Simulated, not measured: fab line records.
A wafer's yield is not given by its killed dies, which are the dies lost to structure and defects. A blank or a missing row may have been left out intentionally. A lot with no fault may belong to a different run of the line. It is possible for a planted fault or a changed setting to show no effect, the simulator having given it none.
A lot that was struck, set against a sound lot -- flow nand harc -- 14 steps out of a route of 1302
Sound: these wafers, L900.1, L900.5, L900.6. Wafers struck: L903.3, L903.5, L903.6. The cause is given at the end.
Order at every step that has rows: each side's tool, ch and its chambers, its first start. Under that, the readings that differ: sound wafers -- struck wafers -- difference of the means -- sigmas: that difference in standard deviations of wafers without a fault.
alike: readings whose means differ by less than 2 such deviations, and words and numbers that are the same on both sides. not compared: withheld readings, readings that some wafer has no value for, bounds like >300 that may hide the same value, and numbers for which the record gives no deviation and whose values overlap.
Wherever a step has rows on one side only, a row that says differs or no value, or a row with sigmas, the two part there. Numbers that don't overlap but have no deviation are shown without sigmas and don't part them. A reading that every wafer of one side lacks parts them only if that side has two wafers or more.

NHARC_P_CONTACT_DEP_30: deposits SiNx, target thk 30 nm.
  sound on pecvd-03 ch 0,1, day 7 04:54; struck on pecvd-02 ch 0,1, day 8 13:35
  alike: heater power w
  not compared: since wet clean h
NHARC_P_CONTACT_DEP_00: deposits SiO2, target thk 500 nm.
  sound: pecvd-03 ch 0,1; struck: pecvd-02 ch 0,1
  alike: heater power w, throttle valve pct
  not compared: since wet clean h
NHARC_P_CONTACT_CMP_01: polishes SiO2, target thk 200 nm.
  sound on cmp-02 ch 0,3, day 7 05:35; struck on cmp-02 ch 0,1, day 8 14:14
  alike: edge zone pressure frac, motor current A
then, 8 steps without rows for these wafers: NHARC_P_CONTACT_SRD_03; NHARC_P_CONTACT_DEHYDRATE_04 (time 120 s); NHARC_P_CONTACT_HMDS_05 (time 30 s); NHARC_P_CONTACT_COAT_33 (time 75 s); NHARC_P_CONTACT_COAT_34 (time 65 s); NHARC_P_CONTACT_COAT_06 (resist thk 90 nm); NHARC_P_CONTACT_SOFTBAKE_07 (time 55 s); NHARC_P_CONTACT_EBR_08.
NHARC_P_CONTACT_EXPOSE_09: exposes mask P CA, target cd 90 nm.
  sound on arfi scanner-02 ch 0, day 7 06:16; struck on arfi scanner-02 ch 0, day 8 14:56
reading,sound,struck,difference,sigmas
mask,P_CA#0 P_CA#0 P_CA#0,P_CA_R1#0 P_CA_R1#0 P_CA_R1#0,differs,
  alike: exposure dose mJ cm2
then, 1 step without rows for these wafers: NHARC_P_CONTACT_PEB_10 (peb time 65 s).
NHARC_END_SORT_01:
  the record has rows for the sound wafers here (prober-02 ch 0, day 25 17:42) and none for the struck ones

## WHERE THEY PART
First at NHARC_P_CONTACT_EXPOSE_09; last, within this record, at NHARC_END_SORT_01.

WHY: whatever the simulator had introduced
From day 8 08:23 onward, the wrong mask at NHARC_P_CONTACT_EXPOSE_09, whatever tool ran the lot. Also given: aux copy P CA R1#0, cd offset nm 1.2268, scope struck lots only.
